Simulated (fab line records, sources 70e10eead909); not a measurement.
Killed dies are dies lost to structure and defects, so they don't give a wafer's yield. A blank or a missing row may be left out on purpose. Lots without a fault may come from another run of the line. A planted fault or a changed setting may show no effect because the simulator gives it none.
fab line records | flow nand_harc
record lots=6 wafers=18 last_day=33
route steps=1302 shown P_M2@332 END@1302
lots that met no fault: from a run of the same line without faults
start_h: hours from the record's first day to the start of the lot's first wafer shown | wait_h: hours since the lot's step before | " the same as in the row above | L1.1+2: a row that stands for several wafers | - no value, or no start given | * or withheld: withheld | < > ~ a bound
route shown NAME@n: a module of which the file shows steps, and the number in the route of the first | usual: mean/standard deviation of fault-free wafers | same: alike in all rows | chamber/n: place in a boat | sites: the reading at each site | _std_site: their standard deviation | _edge_site: outer sites' mean less inner sites' | radius_mm: how far each site lies from the wafer's centre | mask NAME#n: copy n | behind: the tool/chamber that last shaped the wafer | hold: why the lot was held/for how many hours/how that ended | device: the transistor (n, p or np) that didn't switch | end of line: the same wafers' tests at the end of the route | a step without rows: its recipe alone | killed: dies lost to structure and defects at the first sort, not the wafer's yield | map: a wafer's dies, x killed, . not, _ none there
set.NAME: the setting as run; set.NAME@STEP: as run at that earlier step | model.NAME: the simulator's own value behind a step, which no gauge read
lots at some steps of the route; a table a step, a row a wafer
services: from which hour (start_h, from the record's first day; less than 0 if before it) a tool's chamber was out of use, for how many hours, and why
## steps
# step NHARC_P_M2_ETCH_35
# recipe target_depth_a=400 overetch_a=120 time_s=43.94 ion_energy_ev=200 n2_flow_sccm=150 h2_flow_sccm=150 ar_flow_sccm=0 rf_w=400 bias_w=150 chemistry=N2/H2
# usual drypump_motor_current_A=5.6/0.53 oes_product_au=0.999/0.014 rf_vpp_V=429.4/2.7 showerhead_plenum_p_Torr=2.00/0.093 throttle_valve_pct=14.172/0.0087
# same time_s=43.94
# columns lot.wafer tool chamber start_h wait_h drypump_motor_current_A oes_product_au rf_hours_counter_h rf_vpp_V showerhead_plenum_p_Torr throttle_valve_pct
L534.3 rie_diel-02 3 137.70 0.1 4.8 0.985 5 427.0 1.92 14.161
L534.2 " 0 " " 5.9 0.994 4 435.6 2.20 14.182
L534.1 " 1 " " 4.8 0.986 5 427.9 1.94 14.191
L535.1 rie_diel-02 1 138.32 0.1 4.8 0.977 6 427.3 1.94 14.190
L535.2 " 2 " " 5.8 1.013 6 428.9 2.00 14.174
L535.6 " 3 " " 4.8 0.993 - 427.1 1.92 14.166
L542.3 rie_diel-02 2 214.16 0.1 5.7 0.999 11 428.9 2.00 14.182
L542.4 " 3 " " 4.8 0.984 10 427.1 1.91 14.162
L542.6 " 2 " " 5.8 0.999 - 428.8 2.00 14.181
L551.1 rie_diel-03 1 295.34 0.1 5.3 1.007 0 429.5 1.94 14.171
L551.3 " 2 " " 6.4 0.985 0 426.4 1.94 14.170
L551.5 " 1 " " 5.3 1.021 - 426.8 1.94 14.167
L552.3 rie_diel-03 1 311.39 0.1 5.3 1.013 1 428.4 1.94 14.173
L552.2 " 2 " " 6.4 0.982 1 427.5 1.94 14.183
L552.5 " 0 " " 5.5 1.002 - 430.3 2.02 14.168
L557.4 rie_diel-06 0 365.90 0.1 5.6 0.983 - 430.0 1.99 14.173
L557.6 " 2 " " 6.4 1.014 - 430.8 2.10 14.172
L557.5 " 3 " " 6.1 0.981 - 426.5 1.91 14.180
# step NHARC_P_M2_ETCH_15
# recipe target_depth_a=1825 time_s=91.2 c4f8_flow_sccm=withheld ar_flow_sccm=400 rf_w=600 bias_w=300 chemistry=C4F8/Ar
# step NHARC_P_M2_CD_MEAS_16
# usual cd_nm=170.3/1.1
# columns lot.wafer tool chamber start_h wait_h cd_nm
L534.1 cd_sem-01 - 137.91 - 171.9
L534.2 " - " " 170.6
L534.3 " - " " 171.1
L535.1 cd_sem-03 - 138.52 - 169.5
L535.2 " - " " 169.3
L535.6 " - " " 170.1
L542.3 cd_sem-02 - 214.38 - 170.5
L542.4 " - " " 168.7
L542.6 " - " " 170.5
L551.1 cd_sem-01 - 295.56 - 171.1
L551.3 " - " " 169.9
L551.5 " - " " 168.8
L552.2 cd_sem-03 - 311.60 - 169.1
L552.3 " - " " 170.1
L552.5 " - " " 169.1
L557.4 cd_sem-01 - 366.13 - 170.2
L557.5 " - " " 170.5
L557.6 " - " " 170.1
# step NHARC_P_M2_STRIP_18
# recipe power_w=1000 n2_flow_sccm=150 h2_flow_sccm=150 ar_flow_sccm=0 bias_w=0 chemistry=N2/H2
# step NHARC_P_M2_ETCH_28
# recipe target_depth_a=300 over_etch_frac=0.3 time_s=72.99 ion_energy_ev=150 cf4_flow_sccm=50 n2_flow_sccm=100 ar_flow_sccm=150 rf_w=300 bias_w=100 chemistry=CF4/N2
# step NHARC_P_M2_STRIP_19
# recipe time_s=600 temp_c=30 chemistry=post_etch_residue_remover
# step NHARC_P_M2_DEGAS_29
# recipe temp_c=250 time_s=60
# usual heater_power_w=334/28
# same time_s=60
# columns lot.wafer tool chamber start_h wait_h heater_power_w
L534.1 pvd_sputter-03 - 138.67 - 331
L534.3 " - " " 356
L534.2 " - " " 346
L535.1 pvd_sputter-01 - 139.24 - 377
L535.2 " - " " 397
L535.6 " - " " 363
L542.3 pvd_sputter-02 - 215.39 - 333
L542.4 " - " " 341
L542.6 " - " " 328
L551.3 pvd_sputter-01 - 296.27 - 386
L551.1 " - " " 362
L551.5 " - " " 395
L552.3 pvd_sputter-02 - 312.33 - 318
L552.2 " - " " 299
L552.5 " - " " 315
L557.4 pvd_sputter-01 - 366.84 - 355
L557.6 " - " " 385
L557.5 " - " " 360
# step NHARC_P_M2_PRE_CLEAN_30
# recipe time_s=30 temp_c=280 gas=H2/He
# usual heater_power_w=411/35
# same time_s=30
# columns lot.wafer tool chamber start_h wait_h heater_power_w
L534.1 pvd_sputter-03 - - - 423
L534.2 " - " " 361
L534.3 " - " " 404
L535.2 pvd_sputter-01 - - - 462
L535.1 " - " " 398
L535.6 " - " " 459
L542.4 pvd_sputter-02 - - - 416
L542.3 " - " " 360
L542.6 " - " " 362
L551.1 pvd_sputter-01 - - - 437
L551.3 " - " " 397
L551.5 " - " " 415
L552.2 pvd_sputter-02 - - - 395
L552.3 " - " " 381
L552.5 " - " " 382
L557.4 pvd_sputter-01 - - - 417
L557.6 " - " " 421
L557.5 " - " " 396
# step NHARC_P_M2_PVD_20
# recipe target_thk_a=50 bias_v=168.6 power_w=15000 chamber_pressure_pa=0.12 time_s=8.06 substrate_temp_c=50 material=TaN
# usual bias_v=168.6/1.7 throttle_valve_pct=29.9/0.82
# same time_s=8.06
# columns lot.wafer tool chamber start_h wait_h bias_v throttle_valve_pct
L534.3 pvd_sputter-03 - - - 169.0 29.9
L534.2 " - " " 166.9 30.7
L534.1 " - " " 166.7 29.9
L535.2 pvd_sputter-01 - - - 166.7 31.0
L535.1 " - " " 168.7 29.4
L535.6 " - " " 167.5 31.9
L542.3 pvd_sputter-02 - - - 168.3 30.2
L542.4 " - " " 167.7 30.2
L542.6 " - " " 168.7 30.4
L551.1 pvd_sputter-01 - - - 170.1 32.4
L551.3 " - " " 169.5 30.5
L551.5 " - " " 170.0 30.5
L552.3 pvd_sputter-02 - - - 170.2 28.6
L552.2 " - " " 167.2 29.8
L552.5 " - " " 169.3 28.8
L557.4 pvd_sputter-01 - - - 168.1 30.2
L557.6 " - " " 169.5 30.5
L557.5 " - " " 167.5 30.0
# step NHARC_P_M2_PVD_21
# recipe target_thk_a=300 chamber_pressure_pa=5 power_w=5000 substrate_temp_c=30 time_s=20.49 material=Cu
# step NHARC_P_M2_ECD_22
# recipe target_thk_a=4000 bath_temp_c=25 material=Cu
# step NHARC_P_M2_ANNEAL_31
# recipe temp_c=225 time_s=90
# usual wafer_temp_C_max=225.74/0.28
# same time_s=90
# columns lot.wafer tool chamber start_h wait_h wafer_temp_C_max
L534.1 rtp_anneal-01 0 139.40 0.3 225.51
L534.2 " 0 " " 225.01
L534.3 " 0 " " 225.65
L535.1 rtp_anneal-01 0 139.97 - 225.46
L535.2 " 0 " " 225.75
L535.6 " 0 " " 225.41
L542.3 rtp_anneal-02 0 216.51 0.3 226.28
L542.4 " 0 " " 225.95
L542.6 " 0 " " 226.25
L551.1 rtp_anneal-02 0 297.18 0.5 225.99
L551.3 " 0 " " 226.36
L551.5 " 0 " " 225.77
L552.2 rtp_anneal-01 0 313.12 0.3 225.94
L552.3 " 0 " " 226.34
L552.5 " 0 " " 225.93
L557.4 rtp_anneal-01 0 367.73 0.4 225.53
L557.5 " 0 " " 225.36
L557.6 " 0 " " 225.58
# step NHARC_P_M2_CMP_23
# recipe t_overpolish_s=20 target_thk_nm=144.3
# usual motor_current_A=12.9/1.1 time_to_endpoint_s=29/3.9
# columns lot.wafer tool chamber start_h wait_h motor_current_A time_to_endpoint_s
L534.3 cmp-01 2 139.74 - 11.0 29
L534.1 " 0 " " 11.7 21
L534.2 " 1 " " 14.4 29
L535.1 cmp-02 3 140.32 - 13.4 29
L535.2 " 2 " " 13.4 28
L535.6 " 0 " " 14.4 22
L542.4 cmp-01 2 216.81 - 10.9 28
L542.3 " 3 " " 12.2 31
L542.6 " 1 " " 14.2 29
L551.1 cmp-02 0 297.56 - 14.4 27
L551.3 " 1 " " 11.8 37
L551.5 " 0 " " 13.0 26
L552.3 cmp-02 2 313.41 - 13.8 30
L552.2 " 1 " " 12.1 38
L552.5 " 2 " " 13.0 32
L557.4 cmp-03 2 367.92 - 12.7 29
L557.6 " 2 " " 13.3 28
L557.5 " 3 " " 11.8 31
# step NHARC_P_M2_THK_MEAS_24
# recipe thk_meas_gauge=xrf
# usual thk_nm=144.3/2
# columns lot.wafer tool chamber start_h wait_h thk_nm
L534.1 film_metro-01 - 140.06 - 144.4
L534.2 " - " " 146.7
L534.3 " - " " 143.3
L535.1 film_metro-01 - 140.63 - 143.9
L535.2 " - " " 143.4
L535.6 " - " " 140.7
L542.3 film_metro-01 - 217.07 - 144.2
L542.4 " - " " 144.4
L542.6 " - " " 144.2
L551.1 film_metro-01 - 297.84 - 143.2
L551.3 " - " " 150.6
L551.5 " - " " 143.4
L552.2 film_metro-02 - 313.72 - 146.8
L552.3 " - " " 145.8
L552.5 " - " " 144.0
L557.4 film_metro-01 - 368.23 - 143.3
L557.5 " - " " 146.4
L557.6 " - " " 141.2
# step NHARC_P_M2_SRD_25
# step NHARC_P_M2_INSPECT_27
# usual raw_defect_count=316/120
# columns lot.wafer tool chamber start_h wait_h raw_defect_count
L534.1 defect_inspect-01 - 140.21 0.0 423
L534.2 " - " " 231
L534.3 " - " " 380
L535.1 defect_inspect-02 - 140.86 0.1 745
L535.2 " - " " 445
L535.6 " - " " 393
L542.3 defect_inspect-02 - 217.23 0.0 202
L542.4 " - " " 254
L542.6 " - " " 250
L551.1 defect_inspect-02 - 298.00 0.0 1760
L551.3 " - " " 1513
L551.5 " - " " 1544
L552.2 defect_inspect-02 - 313.88 0.0 1575
L552.3 " - " " 1503
L552.5 " - " " 1499
L557.4 defect_inspect-02 - 368.39 0.0 587
L557.5 " - " " 515
L557.6 " - " " 740
# step NHARC_P_M2_PRE_CLEAN_32
# recipe time_s=12 temp_c=370 rf_power_w=300 gas=NH3
# step NHARC_END_SORT_01
# recipe temp_c=25
# usual defect_limited_yield=91.6/2.4 killed_at_array=52/16 killed_at_other=0.8/0.98 killed_at_periphery=4.2/2.9 killed_dies=57/16 killed_open=3.3/1.9 killed_short=2.5/1.5 sort_bin_2_pct=3.0/1 sort_bin_3_pct=0.6/0.31 sort_bin_4_pct=4.8/1.5 sort_n_pass=620/16 sort_rim_yield_pct=90/4.1 sort_yield_pct=91.6/2.4
# same gross_dies=677 sort_bin_5_pct[%]=0 sort_bin_6_pct[%]=0 sort_bin_7_pct[%]=0 sort_bin_8_pct[%]=0 sort_rim_n_gross=106.00
# columns lot.wafer tool chamber start_h wait_h defect_limited_yield[%] killed_at_array killed_at_other killed_at_periphery killed_dies killed_open killed_short sort_bin_2_pct[%] sort_bin_3_pct[%] sort_bin_4_pct[%] sort_n_pass sort_rim_yield_pct[%] sort_yield_pct[%]
L552.2 prober-01 0 727.20 2.8 19.1 34 0 514 548 0 3 35.0 7.4 38.6 129 26 19.1
L552.3 prober-01 0 728.01 3.1 15.1 25 0 550 575 1 1 39.7 8.3 36.9 102 12 15.1
L552.5 prober-01 0 729.62 3.7 17.7 26 0 531 557 0 1 37.2 9.3 35.7 120 18 17.7
L551.1 prober-02 0 734.22 2.5 14.2 30 0 551 581 1 1 39.3 9.3 37.2 96 14 14.2
L551.3 prober-02 0 735.80 3.1 16.2 35 1 531 567 1 2 35.0 9.2 39.6 110 10 16.2
L551.5 prober-02 0 737.38 3.7 16.7 32 1 531 564 1 1 38.3 8.7 36.3 113 14 16.7
# killed by level:class
L552.2 P_M2:unspecified=511 A_CHANNEL_HOLE_D1:chamber_film_flake=16 A_BLC:chamber_film_flake=6 A_STAIRCASE:chamber_film_flake=5 A_SLIT:chamber_film_flake=3 A_ONON_D2:geometric_particle:short=2 P_M0:chamber_film_flake=2 A_WL_FILL:geometric_particle:short=1
L552.3 P_M2:unspecified=549 A_CHANNEL_HOLE_D1:chamber_film_flake=8 A_STAIRCASE:chamber_film_flake=6 A_BLC:chamber_film_flake=4 A_CONTACT:chamber_film_flake=3 A_SLIT:chamber_film_flake=2 A_ONON_D2:geometric_particle:short=1 A_M0:geometric_particle:open=1
L552.5 P_M2:unspecified=527 A_CHANNEL_HOLE_D1:chamber_film_flake=13 A_STAIRCASE:chamber_film_flake=6 A_SLIT:chamber_film_flake=3 P_GATE:chamber_film_flake=2 P_M0:chamber_film_flake=2 A_BLC:chamber_film_flake=2 A_M0:geometric_particle:short=1
L551.1 P_M2:unspecified=549 A_CHANNEL_HOLE_D2:chamber_film_flake=12 A_SLIT:chamber_film_flake=10 A_STAIRCASE:chamber_film_flake=4 A_CONTACT:chamber_film_flake=2 P_M0:geometric_particle:open=1 A_DECK1_JOINT:geometric_particle:short=1 P_M1:chamber_film_flake=1
L551.3 P_M2:unspecified=526 A_SLIT:chamber_film_flake=16 A_CHANNEL_HOLE_D2:chamber_film_flake=12 A_CHANNEL_HOLE_D1:chamber_film_flake=3 P_M0:geometric_particle:short=1 A_CHANNEL_FILL_D1:geometric_particle:short=1 P_ZERO_WELL:chamber_film_flake=1 STARTING-WAFER:geometric_particle:open=1
L551.5 P_M2:unspecified=527 A_SLIT:chamber_film_flake=12 A_CHANNEL_HOLE_D2:chamber_film_flake=10 A_CHANNEL_HOLE_D1:chamber_film_flake=5 P_M2:chamber_film_flake=2 P_M1:geometric_particle:short=1 A_SGD_CUT:geometric_particle:open=1 P_STI:chamber_film_flake=1
# map L551.1 (x killed, . not)
____________x____________
_________xxx..xx_________
_______xxxxxxxxxxx_______
______xxxxxxxxxxxxx______
_____xxxxx.xxxxxx.xx_____
____xx..xxxxxxx..x.xx____
____xx.x.xx.xx.xxxxxx____
___xxxxxxxx.x.xx.xxxxx___
___..xxxx..xxxxxxxxxxx___
__xxxxxxxxxxxxxxxxxxxxx__
__x.x..x.x.xxx..xxxxx.x__
_xxxxxxx.xxxx.xxxxxxxxxx_
_xxxxxxxxxxx.xx.x.xxxxxx_
_xxxxxxxxxxxxxxxxxxxxxxx_
_.x.xxxxxxxxxxxxx.xxxxxx_
_xxxxxxxxx.xx.xxx..xxxxx_
.xxxxxxx.xx.xxxxxxxxxxx.x
xx.xxxx.xxxx.xxxx.xxxxx.x
xx.xx.xxxxxx.xxxxx.xxxxxx
xxx.xxxxx.xxxxxxxxxxxxxxx
xxxxx.xxxxxxx.xx...xxxx..
_xxxxxxxxxxxxx.xxxxx.xxx_
_xxxxxxxxxxxxxxx.x..xxxx_
_x..xxxxxxxxxxxxxxxxxx.x_
_.xx.xxxxxxxx.x.xxxx.xxx_
_.xxxxxxxxxxxxx.x.xxx.xx_
__xxxxxxxxxxxx.xxxxxx.x__
__xxxxxxxxxxxxx.xxxxx.x__
___xxxxxxxxxxxx.xxxxxx___
___xxxxxxxxxxxxx.xxxxx___
____x.xxxxxxxxxxxxxx.____
____x.x.xxxxxxxxxxxxx____
_____x.xxxxxxxxxxxxx_____
______xxxx.xxxxxxxx______
_______.xxxxxx.xxx_______
_________.x.x.xx_________
____________x____________
# map L552.3 (x killed, . not)
____________x____________
_________xxxxxxx_________
_______.xxxxxxxxxx_______
______x.xxxxxxxx.x.______
_____.xxxxxxxx.xx.xx_____
____.xxxxxxxxxxxxx.xx____
____xxx.xxxxxxxxxxxxx____
___xxxxxxxx.xx.x.x.xxx___
___xx.xxx.xxx.xxxxxxxx___
__xxxxx.xxxxxxx.xxxxxxx__
__xxx.xxxxxx.xxxxxxxxxx__
_x..xxxxxxxxxxxx.x.xxx.x_
_xxx.xxxxxxxx.xx.xxxxxxx_
_x.xxx.x...x.xx..xxxx.xx_
_xxxxxxx.xxxxxx.xxxxxxxx_
_xxxxxxx.xxx.xxxxx.x.xxx_
xxxxxxxxxxxx.xxx.x.xxxxxx
xx.xxxx.xxxxxxxxx.xxxxxxx
xxxx.xxxxxxxxx.xx.xxxxx.x
xxxxxxxxxxx.x.xxxxxx.xxxx
xxxxxxxxx..xxx.xxxxxxxxxx
_x.xxxx.xxxxxxxxxxxxx.xx_
_xxxxxxxxxxxxxx.xxxxxxxx_
_..xxxxxxxxxxxxx.xxxxxxx_
_x.xxxx..xxxxxxxx.xx.xx._
_xxxxxxxxxx.xxx.xxxxxxxx_
__.xx.x...xxxxxx..xx.xx__
__xxxxxxxxxxxxx.xxxxxx.__
___xxxx.xx.xxx.xxxxxxx___
___xxxxxx..xxxxxx.xxxx___
____xxx.xx.xxxx.xxxxx____
____xxx.x.x.xxxxxxxxx____
_____xx..xxxxxxxxxxx_____
______xxxxxxxxxxxxx______
_______xxx.xxxxxxx_______
_________.xxx.xx_________
____________x____________
## services
# columns tool chamber start_h hours kind
cmp-01 - 125.74 0.8 repair
rie_diel-06 - 130.20 9.0 pm
cmp-01 - 131.36 0.5 repair
cmp-02 - 134.60 4.0 pm
cmp-01 - 188.11 4.0 pm
pvd_sputter-01 - 205.66 10.1 repair
pvd_sputter-03 - 209.34 10.0 pm
rie_diel-02 - 216.70 9.0 pm
pvd_sputter-01 - 226.00 10.0 pm
cmp-02 - 232.60 4.0 pm
rie_diel-03 0 265.73 15.7 repair
cmp-01 - 269.80 0.5 repair
cmp-02 - 273.18 1.9 repair
rie_diel-03 2 277.80 8.3 repair
rie_diel-03 - 281.30 9.0 pm
pvd_sputter-02 - 282.06 10.0 pm
cmp-01 - 286.11 4.0 pm
cmp-02 - 298.16 1.9 repair
rie_diel-02 3 313.96 6.5 repair
cmp-02 - 320.92 0.5 repair
cmp-02 - 330.60 4.0 pm
pvd_sputter-03 - 338.72 2.0 repair
rie_diel-02 1 360.45 2.5 repair
rie_diel-03 - 367.39 1.5 repair
## key
first_sign step=NHARC_P_M2_INSPECT_27 reading=raw_defect_count direction=up sigmas=10 usual=316 struck=1566
effect step=NHARC_END_SORT_01 reading=killed_at_periphery direction=up sigmas=99+ usual=4.2 struck=534.7
more_kills_born_at NHARC_P_M2_CMP_23@cmp-02=3189
met_at NHARC_P_M2_CMP_23
struck_wafers L551.1,L551.3,L551.5,L552.2,L552.3,L552.5
onset_between 140.32 297.56
also_fits NHARC_P_M2_ETCH_35:rie_diel-03
fault kind=chamber_particle_source tool=cmp-02 chamber=- onset_h=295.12 steps=NHARC_P_M2_CMP_23 rate_per_visit_cm2=1.8925 end_h=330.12
